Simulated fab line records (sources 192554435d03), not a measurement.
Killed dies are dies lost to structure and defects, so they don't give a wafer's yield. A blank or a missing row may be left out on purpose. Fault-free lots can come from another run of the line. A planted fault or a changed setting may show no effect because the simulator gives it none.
Tool commonality check ; flow n5 finfet ; 9 lots, 27 wafers sampled

## REASON FOR OPENING
2 of 9 lots carry a flag on the reading M0_CUT1_OVL at N5_BEOL_M0_SAQP_OVL_MEAS_41. Wafers without a fault read -0.3 nm, standard deviation 0.73.
Rule: flag the lot when none of its wafers has a number, or when each of its wafers that has one lies beyond 4 standard deviations from that mean. The rest of the lots are taken to be sound.

lot;measured;on;M0_CUT1_OVL (nm), wafer by wafer;flag
L864;day 6 11:01;overlay-02;-1.4 -0.5 -0.5;
L867;day 7 05:37;overlay-01;-0.3 0.2 -0.9;
L869;day 7 22:40;overlay-01;-1.0 -0.2 -0.9;
L871;day 8 10:13;overlay-02;0.0 -0.5 -0.1;
L874;day 9 06:04;overlay-01;12.7 12.9 12.3;FLAGGED
L876;day 9 13:34;overlay-02;11.9 12.8 12.3;FLAGGED
L877;day 9 19:36;overlay-01;-2.1 -1.6 -0.5;
L878;day 9 22:22;overlay-01;-0.1 0.0 -1.0;
L879;day 10 06:59;overlay-02;-0.3 -0.4 0.1;
The mean of the flagged lots' numbers is 12.5 nm, +12.8 nm from the usual (+18 standard deviations).

## TOOL THAT RAN EACH LOT
Before the reading, the record contains 2 process steps out of a 1938-step route. Every cell lists first the tool, next ch and the chambers used by the sampled wafers, and last the start.
lot;flag;N5_BEOL_M0_SAQP_ETCH_102;N5_BEOL_M0_SAQP_EXPOSE_37
L864;;rie si-03 ch 0,3, day 6 08:20;euv scanner-01 ch 0, day 6 10:52
L867;;rie si-06 ch 1,2,3, day 7 03:40;euv scanner-01 ch 0, day 7 05:27
L869;;rie si-02 ch 0,1,2, day 7 20:42;euv scanner-01 ch 0, day 7 22:30
L871;;rie si-02 ch 0,1, day 8 07:02;euv scanner-01 ch 0, day 8 10:02
L874;FLAGGED;rie si-02 ch 1,2, day 9 03:11;euv scanner-01 ch 0, day 9 05:54
L876;FLAGGED;rie si-03 ch 1,2,3, day 9 11:15;euv scanner-01 ch 0, day 9 13:24
L877;;rie si-03 ch 1,2,3, day 9 17:29;euv scanner-02 ch 0, day 9 19:26
L878;;rie si-02 ch 1,2,3, day 9 20:25;euv scanner-02 ch 0, day 9 22:13
L879;;rie si-02 ch 1,2,3, day 10 04:53;euv scanner-02 ch 0, day 10 06:49
What is done by these steps:
- N5_BEOL_M0_SAQP_ETCH_102: etches SiO2 in CF4, target depth 4 nm, time 4.4 s.
- N5_BEOL_M0_SAQP_EXPOSE_37: exposes mask M0 CUT1, target cd 30 nm.
- N5_BEOL_M0_SAQP_OVL_MEAS_41

## FLAGGED OVER TOTAL, TOOL BY TOOL (the gauges that took the reading come last)
step;tool;lots run;flagged;share of the flagged lots;sound lots run after its first flagged lot
N5_BEOL_M0_SAQP_ETCH_102;rie si-02;5;1;some;2 (L878,L879)
N5_BEOL_M0_SAQP_ETCH_102;rie si-03;3;1;some;1 (L877)
N5_BEOL_M0_SAQP_ETCH_102;rie si-06;1;0;none;-
N5_BEOL_M0_SAQP_EXPOSE_37;euv scanner-01;6;2;all;0
N5_BEOL_M0_SAQP_EXPOSE_37;euv scanner-02;3;0;none;-
N5_BEOL_M0_SAQP_OVL_MEAS_41;overlay-01;5;1;some;2 (L877,L878)
N5_BEOL_M0_SAQP_OVL_MEAS_41;overlay-02;4;1;some;1 (L879)

## WHAT THE TABLE ALLOWS
1 row of the table ran every flagged lot: euv scanner-01 at N5_BEOL_M0_SAQP_EXPOSE_37.
- euv scanner-01 at N5_BEOL_M0_SAQP_EXPOSE_37 ran 6 lots, 2 of them flagged. A fault beginning between L871 (day 8 10:02), its last sound lot, and L874 (day 9 05:54), its first flagged one, fits the data.
What remains is a single tool, euv scanner-01 at N5_BEOL_M0_SAQP_EXPOSE_37.

## WHAT THE SIMULATOR HAD PUT IN
Scanner matching overlay: euv scanner-01, from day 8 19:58 on, at N5_BEOL_M0_SAQP_EXPOSE_37. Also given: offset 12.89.
Struck lots among those shown: L874, L876. This agrees with what the rule above found.
